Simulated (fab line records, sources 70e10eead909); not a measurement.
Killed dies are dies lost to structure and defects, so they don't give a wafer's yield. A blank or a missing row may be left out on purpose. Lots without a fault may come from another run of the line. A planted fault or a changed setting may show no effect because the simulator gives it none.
Chamber matching | flow nand_harc | NHARC_P_CONTACT_ALD_22 on ald_metal-04: 4 sister chambers
The step deposits TiN, target thk 3 nm, pulse time 1 s, ald cycles 150. 8 wafers are shown with their chamber, then 11 later ones without.

WAFERS WITH THEIR CHAMBER
wafer  | chamber | heater_power_w (W) | precursor_pulse_height_rel
L079.2 | 1       | 999                | 0.995
L079.6 | 1       | 971                | 1.007
L080.1 | 3       | 1044               | 1.028
L085.6 | 0       | 1152               | 0.989
L087.1 | 3       | 1078               | 1.004
L087.3 | 2       | 1116               | 0.995
L087.6 | 2       | 1147               | 1.002
L089.3 | 0       | 1120               | 1.014

WAFERS WITHOUT THEIR CHAMBER
wafer  | heater_power_w (W) | precursor_pulse_height_rel
L089.5 | 1148               | 0.970
L089.6 | 974                | 1.015
L095.2 | 1166               | 0.994
L095.3 | 1138               | 1.022
L095.5 | 1090               | 0.998
L097.2 | 1192               | 1.006
L097.4 | 1054               | 1.005
L097.6 | 1080               | 1.018
L097.1 | 1081               | 0.981
L097.3 | 939                | 1.020
L097.5 | 1102               | 0.992

WHICH CHAMBER EACH WENT THROUGH
wafer  | from the rows above               | in truth
L089.5 | can't be placed: 2 or 0           | 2
L089.6 | 1                                 | 1
L095.2 | can't be placed: 0 or 2           | 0
L095.3 | can't be placed: 0 or 2 or 3      | 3
L095.5 | can't be placed: 2 or 3 or 0      | 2
L097.2 | can't be placed: 0 or 2           | 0
L097.4 | 3                                 | 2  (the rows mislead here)
L097.6 | can't be placed: 3 or 2 or 0      | 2
L097.1 | can't be placed: 2 or 3 or 0 or 1 | 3
L097.3 | 1                                 | 1
L097.5 | can't be placed: 2 or 0 or 3      | 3
Placed correctly: 2 of 11. Can't be placed from these rows: 8 (the true chamber is among the candidates in 8). Placed wrongly: 1.
How it was worked out, from the rows above alone: a wafer's distance from a chamber is the root of the sum, over the readings, of the square of ((its reading less the chamber's mean) divided by the reading's scatter). The wafer belongs to the nearest chamber; if the next one is less than 2 further off, it can't be placed. A chamber's mean is the mean of its shown wafers. The scatter: the root of (the sum of the squares of (reading less its chamber's mean) over the shown wafers, divided by (wafers less chambers)).
